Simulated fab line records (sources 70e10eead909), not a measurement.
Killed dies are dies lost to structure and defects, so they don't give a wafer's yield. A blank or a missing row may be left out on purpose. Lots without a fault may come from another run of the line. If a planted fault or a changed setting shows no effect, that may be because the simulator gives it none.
fab line records    flow nandHarc
record lots=12  wafers=36  lastDay=34
route steps=1302 shown A_STAIRCASE@740 END@1302
lots that met no fault: from a run of the same line without faults
startH: hours from the record's first day to the start of the lot's first wafer shown    waitH: hours from the lot's prior step to this one    " the same as in the row above    L1.1+2: a row that stands for several wafers    - no value, or no start was given    * or withheld: withheld    < > ~ a bound
route shown NAME@n: NAME is a module with steps in the file, n the number in the route of the first one    usual: mean/standard deviation taken from wafers without a fault    same: alike in all rows    chamber/n: place in a boat    sites: the reading at each site    _std_site: the standard deviation of these    _edge_site: inner sites' mean taken away from outer sites' mean    radiusMm: how far each site lies from the wafer's centre    mask NAME#n: copy n    behind: the last tool/chamber to shape the wafer    hold: why the lot went on hold/how many hours it stayed there/how the hold came to an end    device: the transistor (n, p or np) that didn't switch    end of line: the tests these same wafers got at the end of their route    a step without rows: its recipe alone    killed: dies lost to structure and defects at the first sort, not the wafer's yield    map: shows each die of a wafer: x if killed, . if not, _ if none is there
set.NAME: the setting that was run; set.NAME@STEP: the one run at that earlier step    model.NAME: the simulator's own value behind a step, which no gauge read
the route's steps for a sample of lots (tables are steps, rows are wafers)
services: from which hour (startH, from the record's first day; less than 0 if before it) a tool's chamber was out of use, for how many hours, and why
## steps
# step NHARC_A_STAIRCASE_TRIM_226
# recipe timeS=211.2  o2FlowSccm=500  arFlowSccm=0  biasW=0  chemistry=O2
# usual drypumpMotorCurrentA=5.8/0.44  oesProductAu=1.001/0.0078  rfVppV=57.8/0.96  showerheadPlenumPTorr=3.54/0.18  throttleValvePct=17.036/0.0097
lot.wafer  tool        chamber  startH  waitH  drypumpMotorCurrentA  oesProductAu  rfHoursCounterH  rfVppV  showerheadPlenumPTorr  throttleValvePct
L681.4     rieDiel-06  2        -       -      5.3                   1.012         28               58.1    3.39                   17.035
L681.3     "           3        "       "      5.4                   1.026         27               58.0    3.40                   17.033
L681.2     "           0        "       "      6.5                   0.995         23               58.4    3.64                   17.035
L682.4     rieDiel-13  2        -       -      6.3                   0.999         -                56.8    3.63                   17.032
L682.6     "           3        "       "      6.2                   1.010         -                58.7    3.65                   17.037
L682.5     "           0        "       "      5.4                   1.004         -                59.0    3.80                   17.040
L680.3     rieDiel-06  3        -       -      5.4                   1.014         28               57.5    3.40                   17.038
L680.6     "           2        "       "      5.3                   1.009         -                57.3    3.39                   17.039
L680.5     "           3        "       "      5.4                   1.018         -                58.0    3.40                   17.034
L683.1     rieDiel-06  3        -       -      5.4                   1.037         34               57.3    3.40                   17.039
L683.2     "           0        "       "      6.5                   1.010         28               58.2    3.63                   17.041
L683.3     "           2        "       "      5.3                   1.008         35               57.0    3.38                   17.046
L684.4     rieDiel-01  3        -       -      6.6                   1.000         6                55.8    3.40                   17.030
L684.3     "           0        "       "      5.4                   0.998         7                57.4    3.77                   17.046
L684.1     "           1        "       "      5.6                   0.995         7                58.3    3.30                   17.028
L685.4     rieDiel-01  0        -       -      5.4                   0.998         13               58.3    3.77                   17.030
L685.2     "           3        "       "      6.5                   0.999         13               59.3    3.40                   17.022
L685.6     "           1        "       "      5.6                   0.993         -                57.5    3.30                   17.028
L694.2     rieDiel-01  3        -       -      6.5                   1.003         34               58.0    3.38                   17.033
L694.1     "           1        "       "      5.7                   0.998         37               57.5    3.29                   17.049
L694.6     "           3        "       "      6.6                   1.002         -                58.1    3.38                   17.044
L696.3     rieDiel-01  0        -       -      5.4                   0.998         42               58.7    3.75                   17.038
L696.4     "           1        "       "      5.7                   0.993         41               57.6    3.29                   17.037
L696.6     "           3        "       "      6.5                   0.986         -                58.2    3.38                   17.033
L698.4     rieDiel-13  0        -       -      5.4                   1.013         11               58.4    3.76                   17.053
L698.5     "           1        "       "      5.7                   1.005         -                57.4    3.39                   17.044
L698.6     "           2        "       "      6.2                   1.003         -                57.8    3.59                   17.022
L697.4     rieDiel-01  1        -       -      5.6                   1.003         50               55.1    3.28                   17.038
L697.6     "           1        "       "      5.6                   0.991         -                57.6    3.28                   17.035
L697.5     "           2        "       "      5.8                   0.992         -                57.6    3.69                   17.051
L701.3     rieDiel-01  0        -       -      5.4                   0.990         5                57.9    3.74                   17.065
L701.2     "           1        "       "      5.7                   0.995         5                58.0    3.80                   17.040
L701.5     "           3        "       "      6.6                   0.999         -                57.1    3.37                   17.035
L700.2     rieDiel-13  0        -       -      5.4                   1.005         23               57.1    3.76                   17.041
L700.6     "           0        "       "      5.4                   1.006         -                58.6    3.76                   17.036
L700.5     "           1        "       "      5.6                   1.009         -                57.8    3.38                   17.022
# step NHARC_A_STAIRCASE_TRIM_233
# recipe timeS=211.2  o2FlowSccm=500  arFlowSccm=0  biasW=0  chemistry=O2
# usual drypumpMotorCurrentA=5.8/0.43  oesProductAu=1.002/0.0084  rfVppV=57.7/0.93  showerheadPlenumPTorr=3.55/0.17  throttleValvePct=17.037/0.0088
lot.wafer  tool        chamber  startH  waitH  drypumpMotorCurrentA  oesProductAu  rfHoursCounterH  rfVppV  showerheadPlenumPTorr  throttleValvePct
L681.3     rieDiel-06  3        -       -      5.4                   1.011         28               58.1    3.40                   17.034
L681.4     "           0        "       "      6.5                   1.016         24               58.2    3.64                   17.026
L681.2     "           1        "       "      5.9                   1.012         25               58.0    3.31                   17.034
L682.4     rieDiel-13  0        -       -      5.4                   0.988         16               58.4    3.80                   17.044
L682.6     "           0        "       "      5.4                   1.005         -                58.1    3.80                   17.038
L682.5     "           1        "       "      5.6                   0.985         -                57.1    3.42                   17.048
L680.3     rieDiel-13  1        -       -      5.6                   1.002         15               56.8    3.42                   17.024
L680.6     "           1        "       "      5.6                   1.003         -                56.9    3.42                   17.029
L680.5     "           2        "       "      6.3                   1.008         -                58.3    3.63                   17.033
L683.1     rieDiel-06  1        -       -      5.9                   1.006         29               57.7    3.30                   17.043
L683.2     "           2        "       "      5.3                   1.008         36               57.6    3.38                   17.037
L683.3     "           3        "       "      5.4                   1.007         35               56.8    3.39                   17.004
L684.3     rieDiel-01  0        -       -      5.4                   1.005         7                58.0    3.77                   17.040
L684.1     "           1        "       "      5.7                   1.009         7                56.7    3.30                   17.040
L684.4     "           2        "       "      5.8                   0.987         7                58.0    3.72                   17.035
L685.4     rieDiel-01  3        -       -      6.6                   0.999         13               58.6    3.40                   17.026
L685.2     "           2        "       "      5.8                   0.992         11               58.1    3.71                   17.042
L685.6     "           0        "       "      5.3                   1.008         -                58.8    3.77                   17.050
L694.1     rieDiel-01  2        -       -      5.8                   0.991         36               57.7    3.70                   17.052
L694.2     "           3        "       "      6.6                   1.000         35               56.3    3.38                   17.037
L694.6     "           1        "       "      5.6                   0.999         -                56.4    3.29                   17.041
L696.4     rieDiel-06  2        -       -      5.3                   1.003         13               58.2    3.36                   17.041
L696.3     "           3        "       "      5.4                   1.012         9                57.3    3.38                   17.037
L696.6     "           3        "       "      5.4                   1.006         -                57.9    3.38                   17.027
L698.4     rieDiel-13  0        -       -      5.4                   1.002         12               57.5    3.76                   17.023
L698.5     "           2        "       "      6.2                   0.995         -                58.3    3.59                   17.018
L698.6     "           3        "       "      6.3                   1.003         -                56.9    3.62                   17.051
L697.4     rieDiel-06  1        -       -      5.9                   0.999         26               58.9    3.79                   17.041
L697.6     "           1        "       "      5.9                   1.001         -                57.7    3.79                   17.038
L697.5     "           2        "       "      5.3                   0.999         -                56.9    3.35                   17.038
L701.3     rieDiel-13  3        -       -      6.3                   1.010         12               58.5    3.61                   17.026
L701.2     "           1        "       "      5.6                   0.999         23               59.2    3.38                   17.036
L701.5     "           3        "       "      6.3                   1.001         -                58.3    3.61                   17.038
L700.2     rieDiel-13  0        -       -      5.4                   1.016         23               59.0    3.76                   17.036
L700.6     "           3        "       "      6.3                   1.002         -                57.3    3.61                   17.042
L700.5     "           0        "       "      5.4                   1.010         -                57.3    3.76                   17.044
# step NHARC_A_STAIRCASE_ETCH_234
# recipe targetDepthA=1000  timeS=40.5  ionEnergyEv=400  c4f8FlowSccm=20  o2FlowSccm=10  arFlowSccm=withheld  rfW=600  biasW=1000  chemistry=C4F8/O2
# usual oesProductAu=0.946/0.0095  rfFwdPowerW=592.2/2.7  rfVppV=897/6.3
lot.wafer  tool        chamber  startH  waitH  oesProductAu  rfFwdPowerW  rfHoursCounterH  rfVppV
L681.3     rieDiel-06  0        -       -      0.949         597.3        24               901
L681.2     "           1        "       "      0.957         590.9        25               887
L681.4     "           2        "       "      0.942         594.8        29               892
L682.4     rieDiel-13  3        -       -      0.951         590.2        9                901
L682.5     "           1        "       "      0.926         592.8        -                892
L682.6     "           2        "       "      0.939         594.2        -                900
L680.3     rieDiel-13  3        -       -      0.935         589.2        10               901
L680.5     "           2        "       "      0.920         592.3        -                900
L680.6     "           3        "       "      0.925         587.7        -                901
L683.3     rieDiel-06  1        -       -      0.949         591.0        30               887
L683.2     "           2        "       "      0.945         593.6        36               890
L683.1     "           3        "       "      0.957         591.7        35               890
L684.3     rieDiel-01  0        -       -      0.939         588.7        11               905
L684.4     "           1        "       "      0.948         590.7        9                887
L684.1     "           3        "       "      0.950         591.8        11               891
L685.2     rieDiel-01  3        -       -      0.948         594.1        13               892
L685.4     "           0        "       "      0.938         590.8        14               905
L685.6     "           2        "       "      0.957         592.1        -                902
L694.1     rieDiel-01  3        -       -      0.939         589.0        35               890
L694.2     "           0        "       "      0.938         588.6        39               904
L694.6     "           2        "       "      0.934         593.4        -                901
L696.3     rieDiel-06  2        -       -      0.958         595.3        13               890
L696.4     "           0        "       "      0.958         594.4        10               898
L696.6     "           1        "       "      0.960         593.3        -                905
L698.4     rieDiel-13  2        -       -      0.932         592.4        13               899
L698.5     "           0        "       "      0.958         589.6        -                904
L698.6     "           1        "       "      0.946         593.1        -                890
L697.4     rieDiel-06  3        -       -      0.962         592.4        19               890
L697.6     "           2        "       "      0.941         590.9        -                889
L697.5     "           3        "       "      0.957         594.7        -                888
L701.3     rieDiel-13  0        -       -      0.955         591.0        22               905
L701.2     "           1        "       "      0.952         596.3        23               890
L701.5     "           1        "       "      0.938         595.7        -                889
L700.2     rieDiel-13  2        -       -      0.937         593.2        24               898
L700.6     "           2        "       "      0.942         593.6        -                897
L700.5     "           3        "       "      0.939         589.5        -                901
# step NHARC_A_STAIRCASE_HM_DEP_456
# recipe targetThkA=31000  tempC=400  material=aC
# usual throttleValvePct=35.001/0.0095
lot.wafer  tool       chamber  startH  waitH  throttleValvePct
L681.2     aclDep-02  0        391.31  -      35.001
L681.3     "          0        "       "      34.988
L681.4     "          0        "       "      35.002
L682.4     aclDep-01  0        393.30  -      35.014
L682.5     "          0        "       "      34.994
L682.6     "          0        "       "      34.993
L682.4     aclDep-01  0        395.76  2.2    35.011
L682.5     "          0        "       "      35.008
L682.6     "          0        "       "      35.006
L680.3     aclDep-02  0        393.46  -      35.007
L680.5     "          0        "       "      35.016
L680.6     "          0        "       "      35.017
L683.1     aclDep-03  0        404.76  -      35.001
L683.2     "          0        "       "      34.999
L683.3     "          0        "       "      35.001
L684.1     aclDep-02  0        414.64  -      35.022
L684.3     "          0        "       "      35.008
L684.4     "          0        "       "      35.016
L684.1     aclDep-01  0        417.04  2.1    34.982
L684.3     "          0        "       "      35.012
L684.4     "          0        "       "      35.006
L685.2     aclDep-03  0        426.79  -      35.008
L685.4     "          0        "       "      34.991
L685.6     "          0        "       "      34.996
L694.1     aclDep-03  0        516.64  -      35.007
L694.2     "          0        "       "      34.994
L694.6     "          0        518.17  -      35.016
L696.3     aclDep-02  0        534.12  -      35.001
L696.4     "          0        "       "      35.025
L696.6     "          0        "       "      34.974
L698.4     aclDep-02  0        557.84  -      34.989
L698.5     "          0        "       "      35.007
L698.6     "          0        "       "      34.988
L697.4     aclDep-02  0        563.51  -      34.987
L697.5     "          0        "       "      35.006
L697.6     "          0        "       "      34.995
L701.2     aclDep-02  0        592.86  -      35.004
L701.3     "          0        "       "      34.985
L701.5     "          0        "       "      34.988
L700.2     aclDep-02  0        596.61  -      34.999
L700.5     "          0        "       "      35.002
L700.6     "          0        "       "      35.004
# step NHARC_END_SORT_01
# recipe tempC=25
# usual killedAtArray=58/20  killedAtOther=0.9/1.4  killedAtPeriphery=4/3.1  killedDies=63/20  killedOpen=3.3/1.8  killedShort=2.4/1.5
# same grossDies=677
lot.wafer  tool       chamber  startH  waitH  killedAtArray  killedAtOther  killedAtPeriphery  killedDies  killedOpen  killedShort
L700.2     prober-01  0        797.57  2.8    50             1              2                  53          5           2
L700.5     prober-01  0        799.99  3.7    44             0              1                  45          2           4
L700.6     prober-01  0        800.80  4.0    54             0              0                  54          1           3
# killed by level:class
L700.2 A_SLIT:chamberFilmFlake=35 A_CONTACT:chamberFilmFlake=5 A_SGD_CUT:chamberFilmFlake=4 P_M2:geometricParticle:open=2 A_ONON_D1:geometricParticle:open=2 A_CONTACT:geometricParticle:short=1 A_M0:geometricParticle:short=1 STARTING-WAFER:geometricParticle:open=1
L700.5 A_SLIT:chamberFilmFlake=19 A_CONTACT:chamberFilmFlake=9 A_SGD_CUT:chamberFilmFlake=6 A_ONON_D1:geometricParticle:short=1 A_CHANNEL_HOLE_D1:geometricParticle:short=1 A_CHANNEL_FILL_D1:geometricParticle:short=1 A_DECK1_JOINT:geometricParticle:open=1 A_CONTACT:geometricParticle:short=1
L700.6 A_SLIT:chamberFilmFlake=37 A_SGD_CUT:chamberFilmFlake=6 A_CONTACT:chamberFilmFlake=4 A_ONON_D2:geometricParticle:short=1 A_CHANNEL_HOLE_D2:geometricParticle:short=1 A_CHANNEL_FILL_D2:geometricParticle:short=1 A_SGD_CUT:geometricParticle:open=1 A_CHANNEL_HOLE_D1:chamberFilmFlake=1
## services
tool        chamber  startH  hours  kind
aclDep-01   -        371.07  13.0   pm
rieDiel-13  0        375.50  -      clean
rieDiel-13  1        375.50  -      clean
rieDiel-13  2        375.50  -      clean
rieDiel-13  3        375.50  -      clean
rieDiel-01  -        382.39  9.0    pm
rieDiel-13  1        384.78  2.4    repair
rieDiel-13  0        400.00  -      clean
rieDiel-13  1        400.00  -      clean
rieDiel-13  2        400.00  -      clean
rieDiel-13  3        400.00  -      clean
rieDiel-06  -        419.89  0.2    repair
rieDiel-13  0        424.50  -      clean
rieDiel-13  1        424.50  -      clean
rieDiel-13  2        424.50  -      clean
aclDep-02   -        427.31  13.0   pm
rieDiel-01  3        481.29  5.7    repair
aclDep-03   -        481.58  13.0   pm
rieDiel-06  -        484.56  9.0    pm
rieDiel-06  3        493.93  7.9    repair
rieDiel-13  -        519.00  9.0    pm
rieDiel-13  3        528.26  14.9   repair
aclDep-01   -        552.62  13.0   pm
rieDiel-01  -        559.39  9.0    pm
## key
firstSign step=NHARC_A_STAIRCASE_HM_DEP_456  reading=visit  direction=added
effect none on later readings
metAt NHARC_A_STAIRCASE_HM_DEP_456
struckLots L682,L684
testerLeftOut L682,L684
notActingAt NHARC_A_STAIRCASE_TRIM_226,NHARC_A_STAIRCASE_TRIM_233,NHARC_A_STAIRCASE_ETCH_234
fault kind=repeatedStepWhole  tool=aclDep-01,aclDep-02,aclDep-03  chamber=-  onsetH=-  steps=NHARC_A_STAIRCASE_HM_DEP_456  times=1  scope=struckLotsOnly
# testerLeftOut: of these lots the tester's yield and bins aren't shown, on N5 and GAA mostly nor the transistor test; their killed dies are dies lost to structure and defects alone, not to doping, threshold or leakage, so they don't give the yield
